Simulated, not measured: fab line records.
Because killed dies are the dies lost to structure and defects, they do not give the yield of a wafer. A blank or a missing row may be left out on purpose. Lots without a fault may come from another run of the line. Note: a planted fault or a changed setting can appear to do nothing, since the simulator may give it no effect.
2 desks looking at one fault ; flow nand_harc ; every desk sees just its own numbers, and what lay behind them comes last

THE TOOL OWNER'S DESK: implanter-01
The tool's own readings at NHARC_P_GATE_IMPLANT_94, given as means over the sampled wafers that have a number, one for each lot that went through this tool. Marked OUT: a lot whose mean sits more than 4 standard deviations from the usual mean, which makes it out of limits; the brackets give that distance.
Columns: A = beam_energy_keV at NHARC_P_GATE_IMPLANT_94, usual 60.001
lot;first seen here;A
L925;day 7 11:31;60.014
L930;day 9 11:28;59.122 (-46) OUT
L931;day 10 05:42;59.140 (-45) OUT
L941;day 14 02:45;60.006
Finding of this desk: L930, L931 out of limits; the first was L930 at day 9 11:28, on beam_energy_keV at NHARC_P_GATE_IMPLANT_94. L925, L941: within limits.

METROLOGY DESK
What the gauges read, lot by lot, whatever tool the lot ran on: means of the sampled wafers that have a number. Marked OUT: a lot whose mean sits more than 4 standard deviations from the usual mean, which makes it out of limits; the brackets give that distance.
Columns: A = cd_nm at NHARC_P_GATE_CD_MEAS_91, usual 2000.4 nm
lot;first seen here;A
L922;day 6 03:26;2000.5
L925;day 7 08:53;2000.3
L930;day 9 11:05;2001.1
L931;day 10 05:23;2000.5
L941;day 14 02:23;2000.0
L944;day 15 02:25;2000.3
Result from this desk: across the 6 lots, nothing is out of limits.

TAKEN TOGETHER
An alarm could have come from the tool owner's desk at day 9 11:28, on L930, L931.
Nothing out of limits was seen by the metrology desk.
The metrology desk holds a record of L930, L931, inside its limits.
All the named lots went through NHARC_P_GATE_IMPLANT_94 on implanter-01.

WHAT THE SIMULATOR PUT IN
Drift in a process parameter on implanter-01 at NHARC_P_GATE_IMPLANT_94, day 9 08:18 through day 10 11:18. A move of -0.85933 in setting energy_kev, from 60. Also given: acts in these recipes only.
Struck lots among those shown: L930, L931.
Delay in hours, fault start to first out-of-limits reading, by desk: the tool owner's desk at 3.
